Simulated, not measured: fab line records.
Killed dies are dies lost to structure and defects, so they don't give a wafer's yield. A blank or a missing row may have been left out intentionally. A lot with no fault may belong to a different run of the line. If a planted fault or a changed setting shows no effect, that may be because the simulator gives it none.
fab line records    flow n5Finfet
record lots=12  wafers=33  lastDay=19
route steps=1938 shown BEOL_M10@1528 BEOL_M11@1536 PASSIVATION@1936
lots that met no fault: taken from a fault-free run of the same line
startH: the number of hours between the record's first day and the start of the first shown wafer of the lot    waitH: time in hours since the lot's previous step    " unchanged from the row above    L1.1+2: a row that stands for several wafers    - either no value or no given start    * or withheld: withheld    < > ~ a bound
route shown NAME@n: a module of which the file shows steps, and the number in the route of the first    usual: mean/standard deviation of fault-free wafers    same: alike in all rows    chamber/n: place in a boat    sites: readings site by site    _std_site: their standard deviation    _edge_site: mean of outer sites minus mean of inner sites    radiusMm: for every site, how far away it sits from the centre of the wafer    mask NAME#n: copy n    behind: the most recent tool/chamber to have shaped the wafer    hold: why the lot was held/for how many hours/how that ended    device: whichever transistor did not switch (one of n, p or np)    end of line: the route-end tests of the same wafers    for a step that has no rows: nothing shown but its recipe    killed: dies that structure and defects cost at the first sort, which is not the same as the wafer's yield    map: a wafer's dies, marking killed ones x, the rest . and places with no die _
set.NAME: the run value of the setting; set.NAME@STEP: its run value at that earlier step    model.NAME: the simulator's own value behind a step, which no gauge read
a sample of lots followed through the steps of the route, with each step as a table and each wafer as a row
services: the hour from which a tool's chamber was out of use, counted from the record's first day as startH (under 0 if before that day), plus the number of hours and why
## steps
# step N5_BEOL_M10_ECD_50
# recipe material=Cu  targetThkA=3180
lot.wafer   tool      chamber  startH  waitH
L621.2+3+6  ecdCu-02  1,1,0    239.94  0.1
L622.1+2+5  ecdCu-02  1,0,1    245.18  0.1
L624.1+5+6  ecdCu-02  1,1,0    256.32  0.1
L629.1+2+5  ecdCu-01  0,1,0    270.07  0.1
L631.2+4+6  ecdCu-02  0,1,0    290.31  0.1
L632.3+4+5  ecdCu-02  1,0,1    291.02  0.1
L635.1+4+6  ecdCu-01  1        326.24  0.1
L640.1+5    ecdCu-02  1        363.91  0.1
L639.4+5+6  ecdCu-01  0,1,0    364.39  0.1
L642.2+3+4  ecdCu-01  1,0,1    389.07  0.1
L643.1+3    ecdCu-02  1,0      389.31  0.1
L644.2+3    ecdCu-01  0        391.41  0.1
# step N5_BEOL_M10_ANNEAL_51
# recipe tempC=225  timeS=90  ambient=N2
# usual wafer_temp_C_max=226.6/0.41
lot.wafer  tool          chamber  startH  waitH  wafer_temp_C_max
L621.2     rtpAnneal-02  0        240.15  0.2    226.0
L621.3     "             0        "       "      226.4
L621.6     "             0        "       "      226.6
L622.1     rtpAnneal-02  0        245.29  0.1    225.8
L622.2     "             0        "       "      226.1
L622.5     "             0        "       "      226.5
L624.1     rtpAnneal-02  0        257.12  0.8    226.1
L624.5     "             0        "       "      226.4
L624.6     "             0        "       "      226.3
L629.1     rtpAnneal-01  0        270.18  0.1    226.4
L629.2     "             0        "       "      226.6
L629.5     "             0        "       "      226.6
L631.2     rtpAnneal-02  0        290.46  0.1    226.7
L631.4     "             0        "       "      226.9
L631.6     "             0        "       "      226.3
L632.3     rtpAnneal-01  0        291.80  0.8    227.1
L632.4     "             0        "       "      227.0
L632.5     "             0        "       "      226.7
L635.1     rtpAnneal-02  0        326.35  0.1    226.3
L635.4     "             0        "       "      226.1
L635.6     "             0        "       "      225.9
L640.1     rtpAnneal-01  0        364.10  0.2    226.5
L640.5     "             0        "       "      227.7
L639.4     rtpAnneal-01  0        364.91  0.5    227.0
L639.5     "             0        "       "      227.0
L639.6     "             0        "       "      227.1
L642.2     rtpAnneal-02  0        389.23  0.1    226.6
L642.3     "             0        "       "      226.2
L642.4     "             0        "       "      226.0
L643.1     rtpAnneal-02  0        389.63  0.3    226.2
L643.3     "             0        "       "      226.0
L644.2     rtpAnneal-01  0        391.56  0.1    227.4
L644.3     "             0        "       "      226.7
# step N5_BEOL_M10_CMP_52
# recipe stopOn=SiCOH_lowk  tOverpolishS=7  downForcePsi=1  platenRpm=50  clearingPlatenDownForcePsi=1.5  clearingPlatenRpm=50  postCmpClean=cuAlkaline  targetThkNm=140  clearingPlatenPadVelocityMS=0.99484  padVelocityMS=0.99484
# usual edgeZonePressureFrac=1.000/0.0054  motorCurrentA=5.9/0.53  retainingRingPressureFrac=1.000/0.0047  slurryFilterDpKPa=13.50/0.13  timeToEndpointS=65.9/2.8
lot.wafer  tool    chamber  startH  waitH  edgeZonePressureFrac  motorCurrentA  retainingRingPressureFrac  slurryFilterDpKPa  timeToEndpointS
L621.2     cmp-02  1        240.46  0.3    1.000                 5.5            1.010                      13.53              63.7
L621.3     "       0        "       "      0.994                 6.4            1.001                      13.54              66.1
L621.6     "       1        "       "      0.997                 5.3            0.992                      13.41              66.0
L622.1     cmp-02  0        245.63  0.3    0.999                 6.6            0.999                      13.57              60.5
L622.2     "       1        "       "      0.992                 5.6            1.012                      13.77              63.0
L622.5     "       3        "       "      0.992                 5.8            0.993                      13.50              66.8
L624.1     cmp-02  2        257.50  0.3    1.006                 6.0            1.007                      13.56              63.1
L624.6     "       0        "       "      1.003                 6.6            1.005                      13.47              61.9
L624.5     "       1        "       "      1.007                 5.5            1.008                      13.65              60.6
L629.2     cmp-02  2        270.53  0.3    1.001                 6.5            0.997                      13.43              64.4
L629.1     "       3        "       "      1.005                 5.8            1.001                      13.35              66.2
L629.5     "       1        "       "      1.010                 5.3            0.999                      13.34              60.6
L631.2     cmp-01  3        290.75  0.2    1.007                 6.5            1.000                      13.48              45.3
L631.4     "       0        "       "      1.000                 5.0            1.002                      13.36              63.0
L631.6     "       2        "       "      0.994                 5.4            0.997                      13.50              64.2
L632.3     cmp-01  2        292.04  0.2    1.004                 5.3            1.002                      13.62              64.5
L632.4     "       3        "       "      1.003                 6.3            1.000                      13.20              64.2
L632.5     "       1        "       "      0.996                 6.1            1.004                      13.72              48.0
L635.4     cmp-01  2        326.96  0.2    1.003                 5.5            1.000                      13.39              62.5
L635.1     "       3        "       "      0.997                 6.2            0.997                      13.58              68.5
L635.6     "       2        "       "      1.005                 5.6            1.003                      13.60              63.0
L640.1     cmp-02  0        364.67  0.5    1.007                 6.8            1.006                      13.32              67.1
L640.5     "       1        "       "      1.000                 5.8            1.003                      13.66              65.8
L639.4     cmp-01  3        365.21  0.2    1.007                 6.3            1.005                      13.41              73.8
L639.6     "       3        "       "      0.996                 6.4            1.004                      13.60              71.2
L639.5     "       0        "       "      1.003                 4.9            1.003                      13.59              68.9
L642.3     cmp-03  2        389.48  0.2    1.000                 5.4            1.001                      13.49              64.1
L642.2     "       3        "       "      1.001                 5.7            1.000                      13.51              67.7
L642.4     "       1        "       "      1.004                 7.1            0.996                      13.36              61.8
L643.1     cmp-03  3        390.04  0.4    1.001                 5.4            1.002                      13.50              65.3
L643.3     "       1        "       "      0.997                 6.9            0.998                      13.46              64.6
L644.3     cmp-03  0        391.85  0.2    1.012                 6.0            1.005                      13.38              64.5
L644.2     "       1        "       "      1.018                 6.8            0.997                      13.69              66.7
# step N5_BEOL_M10_DEP_56
# recipe material=SiCN  targetThkA=150  tempC=withheld  precursor=3MS/NH3  pressureTorr=3  rfW=202  timeS=26.5
# usual showerheadPlenumPTorr=3.668/0.015  throttleValvePct=9.2/0.43
lot.wafer  tool      chamber  startH  waitH  showerheadPlenumPTorr  throttleValvePct
L621.2     pecvd-03  0        240.83  0.0    3.670                  8.9
L621.3     "         0        "       "      3.675                  9.0
L621.6     "         0        "       "      3.667                  9.0
L622.1     pecvd-04  0        245.95  0.0    3.634                  9.8
L622.2     "         2        "       "      3.668                  8.9
L622.5     "         2        "       "      3.675                  8.9
L624.1     pecvd-01  0        257.78  0.0    3.650                  9.2
L624.5     "         1        "       "      3.684                  9.1
L624.6     "         0        "       "      3.647                  9.4
L629.1     pecvd-04  2        270.85  0.0    3.674                  8.5
L629.2     "         0        "       "      3.636                  10.2
L629.5     "         0        "       "      3.644                  10.2
L631.2     pecvd-01  0        291.07  0.0    3.647                  9.5
L631.4     "         1        "       "      3.671                  9.0
L631.6     "         0        "       "      3.644                  9.2
L632.3     pecvd-01  1        292.36  0.0    3.673                  8.9
L632.4     "         1        "       "      3.665                  9.1
L632.5     "         2        "       "      3.684                  9.1
L635.1     pecvd-03  2        327.28  0.0    3.668                  8.5
L635.4     "         2        "       "      3.675                  8.3
L635.6     "         1        "       "      3.674                  8.8
L640.1     pecvd-04  2        365.03  0.0    3.673                  8.8
L640.5     "         2        "       "      3.676                  9.0
L639.4     pecvd-01  1        365.59  0.0    3.680                  9.1
L639.5     "         2        "       "      3.683                  9.2
L639.6     "         0        "       "      3.646                  9.1
L642.2     pecvd-04  0        389.83  0.0    3.637                  10.0
L642.3     "         2        "       "      3.673                  8.9
L642.4     "         0        "       "      3.638                  10.2
L643.1     pecvd-01  1        390.37  0.0    3.677                  9.2
L643.3     "         2        "       "      3.682                  9.3
L644.2     pecvd-04  2        392.17  0.0    3.666                  8.7
L644.3     "         0        "       "      3.645                  10.1
# step N5_BEOL_M11_ILD_DEP_00
# recipe material=SiCOH_lowk  targetThkA=3085.1  tempC=300  precursor=DEMS/porogen  pressureTorr=5  rfW=500  timeS=58
# usual heaterPowerW=330/59  showerheadPlenumPTorr=5.742/0.017  throttleValvePct=14.2/0.75
lot.wafer  tool      chamber  startH  waitH  heaterPowerW  showerheadPlenumPTorr  throttleValvePct
L621.2     pecvd-04  2        240.99  0.0    365           5.737                  13.8
L621.3     "         0        "       "      408           5.722                  15.4
L621.6     "         0        "       "      399           5.690                  15.4
L622.1     pecvd-02  1        246.08  0.0    320           5.736                  13.6
L622.2     "         0        "       "      276           5.753                  14.9
L622.5     "         2        "       "      276           5.733                  13.1
L624.1     pecvd-04  1        257.91  0.0    367           5.753                  14.6
L624.5     "         1        "       "      373           5.760                  14.3
L624.6     "         0        "       "      385           5.686                  15.5
L629.1     pecvd-01  0        270.99  0.0    392           5.720                  13.8
L629.2     "         1        "       "      317           5.763                  13.9
L629.5     "         0        "       "      300           5.710                  13.8
L631.2     pecvd-02  1        291.21  0.0    340           5.749                  14.0
L631.4     "         1        "       "      351           5.746                  13.9
L631.6     "         2        "       "      266           5.744                  13.4
L632.3     pecvd-02  2        292.50  0.0    239           5.746                  13.1
L632.4     "         2        "       "      251           5.728                  13.1
L632.5     "         1        "       "      386           5.747                  13.8
L635.1     pecvd-04  0        327.41  0.0    377           5.728                  15.7
L635.4     "         0        "       "      393           5.706                  15.5
L635.6     "         2        "       "      343           5.745                  13.8
L640.1     pecvd-04  0        365.16  0.0    409           5.699                  15.7
L640.5     "         0        "       "      429           5.701                  15.5
L639.4     pecvd-02  2        365.73  0.1    278           5.740                  13.5
L639.5     "         0        "       "      241           5.759                  14.9
L639.6     "         1        "       "      386           5.754                  14.1
L642.2     pecvd-02  2        389.97  0.0    284           5.756                  13.3
L642.3     "         1        "       "      317           5.740                  13.8
L642.4     "         0        "       "      275           5.771                  15.0
L643.1     pecvd-02  2        390.53  0.0    263           5.727                  13.3
L643.3     "         0        "       "      270           5.751                  14.6
L644.2     pecvd-04  0        392.31  0.0    453           5.705                  15.8
L644.3     "         1        "       "      315           5.767                  14.4
# step N5_PASSIVATION_PROBE_49
# usual defectLimitedYield=91.0/1.6  killed_at_M0_to_M3=35/11  killed_at_M4_up=14/5.3  killedAtContacts=13/6.7  killedAtFrontEnd=41/12  killedAtOther=3.9/2.7  killedDies=106/19  killedOpen=70/14  killedShort=35/8.8  sort_bin_4_leakage=0.01/0.058  sort_bin_5_function=5.3/1  sort_bin_6_memory=3.3/0.81  sortNPass=1073/19  sortYieldPct=91.0/1.6
# same grossDies=1180  killedAtBackSide=0  sort_bin_8_speed[%]=0
lot.wafer  tool       chamber  startH  waitH  defectLimitedYield[%]  killed_at_M0_to_M3  killed_at_M4_up  killedAtContacts  killedAtFrontEnd  killedAtOther  killedDies  killedOpen  killedShort  sort_bin_4_leakage[%]  sort_bin_5_function[%]  sort_bin_6_memory[%]  sortNPass  sortYieldPct[%]
L635.6     prober-02  -        370.89  0.3    89.9                   37                  11               8                 53                10             119         78          39           0                      5.8                     3.6                   1061       89.9
# killed by level:class
L635.6 FIN_SAQP:geometricParticle:open=18 BEOL_M0_SAQP:geometricParticle:open=15 STI_FIN_REVEAL:geometricParticle:open=15 BEOL_M0_SAQP:geometricParticle:short=11 MOL_CONTACT_COAG:geometricParticle:open=7 FIN_SAQP:geometricParticle:short=6 BEOL_M4:geometricParticle:open=5 MIM_BOT:geometricParticle:short=5
## services
tool      chamber  startH  hours  kind
ecdCu-02  -        218.56  0.8    repair
pecvd-04  2        221.37  2.1    scheduledDown
pecvd-03  2        222.84  7.1    repair
pecvd-01  1        223.94  2.1    scheduledDown
cmp-03    -        224.16  0.9    repair
ecdCu-01  -        224.25  6.9    repair
cmp-01    -        229.23  4.0    pm
pecvd-01  1        231.76  22.7   repair
cmp-01    -        235.47  5.8    pm
cmp-02    -        240.69  4.6    pm
cmp-01    -        243.11  1.0    repair
cmp-01    -        250.04  14.9   pm
pecvd-02  -        264.28  5.5    pm
cmp-01    -        269.52  5.5    repair
cmp-02    -        270.72  4.0    pm
cmp-02    -        303.82  0.9    repair
pecvd-04  1        307.59  2.1    scheduledDown
ecdCu-01  -        323.62  1.7    repair
pecvd-03  -        324.74  0.7    repair
cmp-03    -        324.96  4.0    pm
cmp-02    -        327.71  16.8   pm
pecvd-02  1        369.50  7.5    repair
pecvd-01  2        372.71  5.5    scheduledDown
pecvd-01  -        391.84  0.6    repair
## key
firstSign step=N5_BEOL_M10_CMP_52  reading=timeToEndpointS  direction=down  sigmas=6.9  usual=*  struck=*
effect none on later readings
metAt N5_BEOL_M10_ECD_50
struckLots L631,L632
struckWafers L631.2,L632.5
notActingAt N5_BEOL_M10_ANNEAL_51,N5_BEOL_M10_DEP_56,N5_BEOL_M11_ILD_DEP_00
onsetBetween 256.32 290.31
fault kind=processParameterDrift  tool=ecdCu-02  chamber=-  onsetH=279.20  steps=N5_BEOL_M10_ECD_50  channel=targetThkA  offset=*  shape=step  endH=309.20  scope=struckWafersOnly  actsIn=*  stated=*
